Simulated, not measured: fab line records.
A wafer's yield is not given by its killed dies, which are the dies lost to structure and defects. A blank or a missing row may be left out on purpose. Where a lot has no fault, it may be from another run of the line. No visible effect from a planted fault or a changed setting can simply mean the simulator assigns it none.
Lot-split experiment -- flow n5Finfet -- route with 1938 steps; 7 lots, 21 wafers read

== ABOUT THE SPLIT ==
At N5_BEOL_M3_ETCH_64 (etches SOC in N2/H2, target depth 75 nm, overetch 15 nm, time 112.5 s), the setting timeS was moved away from the recipe's 112.5 s on 8 of the 21 wafers read, by -19.3% to +14.9%. This setting was run at the recipe's value on the other wafers.

The split's own step is where the reading is taken.

== THE READING ==
SiARC_of_BEOL_M3_COAT_62.thkNm (the simulator's own value, which no gauge read), in nm, at N5_BEOL_M3_ETCH_64 (etches SOC in N2/H2, target depth 75 nm, overetch 15 nm, time 112.5 s). The file gives no usual value for it. Across the 13 wafers here that went through the recipe, the average is 6.8 nm and the standard deviation 0.12 nm.

wafer,"tool, chamber at the split","timeS as run, s",against the recipe,"SiARC_of_BEOL_M3_COAT_62.thkNm, nm",against lot-mates on the recipe
L083.3,"rieDiel-03, 3,2",90.78,-19.3%,7.8,+1.0
L083.4,"rieDiel-03, 3,2",90.78,-19.3%,7.8,+1.0
L083.6,"rieDiel-03, 2",112.5,recipe,6.8,-
L090.1,"rieDiel-03, 3,0",112.5,recipe,6.8,-
L090.6,"rieDiel-03, 3,0",112.5,recipe,6.8,-
L090.2,"rieDiel-03, 0",112.5,recipe,6.6,-
L089.2,"rieDiel-01, 1",112.5,recipe,7,-
L089.5,"rieDiel-01, 1",124.6,+10.8%,6.4,-0.4
L089.6,"rieDiel-01, 2",112.5,recipe,6.6,-
L091.2,"rieDiel-03, 3,2",124.6,+10.8%,6.4,-0.2
L091.5,"rieDiel-03, 3,2",124.6,+10.8%,6.4,-0.2
L091.4,"rieDiel-03, 1",112.5,recipe,6.6,-
L092.1,"rieDiel-03, 2",112.5,recipe,6.8,-
L092.3,"rieDiel-03, 3",121.2,+7.7%,6.6,-0.1
L092.5,"rieDiel-03, 1",112.5,recipe,6.6,-
L094.2,"rieDiel-04, 3,1",112.5,recipe,6.8,-
L094.4,"rieDiel-04, 3,1",112.5,recipe,6.8,-
L094.6,"rieDiel-04, 0",94.82,-15.7%,7.6,+0.8
L097.1,"rieDiel-01, 3,0",112.5,recipe,6.8,-
L097.4,"rieDiel-01, 3,0",112.5,recipe,6.8,-
L097.2,"rieDiel-01, 1",129.3,+14.9%,6.2,-0.6
Where a row lists several chambers, the file gives one row for several wafers and doesn't say which wafer went through which chamber.

FIT RESULTS
A straight line over all 21 wafers: SiARC_of_BEOL_M3_COAT_62.thkNm changes by -0.046 nm for each +1% of timeS; r = -0.96; the points scatter about the line by 0.12 nm.
The same after taking each lot's own level away (the mean of its wafers on the recipe; 21 wafers): -0.0429 nm for each +1%; r = -0.95; scatter 0.13 nm.
Per that fit: largest timeS move, reading shift of 0.83 nm.
The lots' own levels span 6.60 to 6.80 nm, that is 1.7 times the standard deviation above.
The two slopes agree, so the slope changes little with the lot-to-lot level.
Check: with one of the wafers moved furthest among these (-19.3%) left out of the fit, the line predicts +0.849 nm for it against its lot-mates. Against them it came out at +1 nm.

== OTHER SPLITS APPLIED TO THESE WAFERS ==
Note: prior to the reading, these wafers also went through further splits. Each is held against what the fit with the lots' levels taken away leaves over:
other split on the same wafers,wafers away from the commonest value,r with SiARC_of_BEOL_M3_COAT_62.thkNm (lot level and that fit taken away)
N5_MOL_CONTACT_COAG_COAT_76 spinRpm,8,-0.27
N5_BEOL_M0_SAQP_PECVD_96 timeS,5,-0.40
N5_BEOL_M0_SAQP_ETCH_88 sourceW,5,-0.32
N5_BEOL_M0_CUTY_COAT_51 spinRpm,7,-0.35
N5_BEOL_M1_ETCH_64 sourceW,9,+0.12
N5_BEOL_M2_DESCUM_33 timeS,8,+0.35
N5_BEOL_M2_ETCH_70 biasW,5,-0.21

== FILE'S OWN FIT ==
SiARC_of_BEOL_M3_COAT_62.thkNm changes by -0.0424 nm for each +1% of timeS, r = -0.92.
